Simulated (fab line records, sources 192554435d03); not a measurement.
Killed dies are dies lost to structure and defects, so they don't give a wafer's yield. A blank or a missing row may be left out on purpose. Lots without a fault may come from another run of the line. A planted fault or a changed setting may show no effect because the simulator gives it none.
Chamber matching | flow n5_finfet | N5_BEOL_M0_DEP_125 on pecvd-03: 3 sister chambers
The step deposits SiCN from 3MS/NH3, target thk 8 nm, time 14 s. 16 wafers are shown with their chamber, then 8 later ones without.

WAFERS WITH THEIR CHAMBER
wafer  | chamber | showerhead_plenum_p_Torr (Torr) | throttle_valve_pct (%)
L077.1 | 0       | 3.648                           | 8.8
L077.4 | 1       | 3.649                           | 8.5
L077.5 | 2       | 3.663                           | 8.7
L079.4 | 0       | 3.663                           | 8.9
L079.5 | 2       | 3.680                           | 8.6
L079.6 | 1       | 3.648                           | 8.9
L082.1 | 0       | 3.658                           | 8.9
L082.2 | 1       | 3.646                           | 8.7
L082.3 | 2       | 3.664                           | 8.6
L084.2 | 0       | 3.658                           | 9.2
L084.4 | 2       | 3.678                           | 8.7
L084.5 | 1       | 3.644                           | 8.4
L088.3 | 2       | 3.669                           | 8.4
L088.5 | 0       | 3.657                           | 8.9
L088.6 | 1       | 3.632                           | 8.7
L089.1 | 1       | 3.642                           | 8.8

SIGNATURES (means of the wafers above)
reading                  | chamber 0 | chamber 1 | chamber 2 | scatter within a chamber
showerhead_plenum_p_Torr | 3.65680   | 3.64350   | 3.67080   | 0.00655
throttle_valve_pct       | 8.940     | 8.667     | 8.600     | 0.158
Rule: a wafer's distance from a chamber is the root of the sum, over the readings, of the square of ((its reading less the chamber's mean) divided by the reading's scatter). The wafer belongs to the nearest chamber; if the next one is less than 2 further off, it can't be placed. The scatter: the root of (the sum of the squares of (reading less its chamber's mean) over the shown wafers, divided by (wafers less chambers)).

WAFERS WITHOUT THEIR CHAMBER
wafer  | showerhead_plenum_p_Torr (Torr) | throttle_valve_pct (%)
L089.4 | 3.676                           | 8.6
L089.5 | 3.652                           | 8.8
L094.3 | 3.658                           | 9.1
L094.5 | 3.650                           | 8.6
L094.6 | 3.661                           | 9.2
L095.1 | 3.660                           | 8.9
L095.2 | 3.674                           | 8.8
L095.3 | 3.656                           | 8.7

WHICH CHAMBER EACH WENT THROUGH
wafer  | from the rows above          | in truth
L089.4 | 2                            | 2
L089.5 | can't be placed: 0 or 1 or 2 | 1
L094.3 | 0                            | 0
L094.5 | can't be placed: 1 or 0      | 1
L094.6 | 0                            | 0
L095.1 | can't be placed: 0 or 2      | 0
L095.2 | can't be placed: 2 or 0      | 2
L095.3 | can't be placed: 0 or 1 or 2 | 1
Placed correctly: 3 of 8. Can't be placed from these rows: 5 (the true chamber is among the candidates in 5). Placed wrongly: 0.
